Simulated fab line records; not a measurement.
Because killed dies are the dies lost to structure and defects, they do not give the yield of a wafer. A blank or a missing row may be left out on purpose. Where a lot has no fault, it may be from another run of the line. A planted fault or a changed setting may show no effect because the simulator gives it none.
Chamber matching	flow nand_harc	rie_diel-07 running NHARC_P_CONTACT_ETCH_35: 4 sister chambers
The step etches the open film in CF4, target depth 39 nm, time 65 s. 8 wafers are shown with their chamber, then 12 later ones without.

== WAFERS WITH THEIR CHAMBER ==
wafer	chamber	drypump_motor_current_A (A)	oes_product_au (a.u.)
L086.5	1	4.9	1.017
L087.5	3	5.3	0.979
L085.3	1	5.0	1.002
L085.4	2	5.4	1.002
L085.5	2	5.4	1.003
L089.4	0	6.3	1.008
L089.5	3	5.3	0.993
L089.6	0	6.3	0.997

== WAFERS WITHOUT THEIR CHAMBER ==
wafer	drypump_motor_current_A (A)	oes_product_au (a.u.)
L090.2	5.4	0.993
L090.4	5.3	0.996
L090.6	5.4	0.991
L091.1	6.3	0.999
L091.2	5.4	0.987
L091.6	5.3	0.983
L093.1	4.9	1.012
L093.3	5.4	0.992
L093.5	5.4	0.986
L095.1	5.4	1.000
L095.4	6.3	1.002
L095.6	6.3	0.999

== WHICH CHAMBER EACH ONE RAN IN ==
wafer	from the rows above	in truth
L090.2	can't be placed: 2 or 3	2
L090.4	can't be placed: 3 or 2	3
L090.6	can't be placed: 2 or 3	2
L091.1	0	0
L091.2	can't be placed: 2 or 3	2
L091.6	3	3
L093.1	1	1
L093.3	can't be placed: 2 or 3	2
L093.5	can't be placed: 2 or 3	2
L095.1	2	2
L095.4	0	0
L095.6	0	0
6 of 12 placed correctly. Not placeable from these rows: 6 (in 6, the candidates include the true chamber). Wrongly placed: 0.
How it was worked out, from the rows above alone: a wafer's distance from a chamber is the root of the sum, over the readings, of the square of ((its reading less the chamber's mean) divided by the reading's scatter). The wafer belongs to the nearest chamber; if the next one is less than 2 further off, it can't be placed. For every chamber, the mean is computed from those of its wafers that are shown. The scatter: the root of (the sum of the squares of (reading less its chamber's mean) over the shown wafers, divided by (wafers less chambers)).
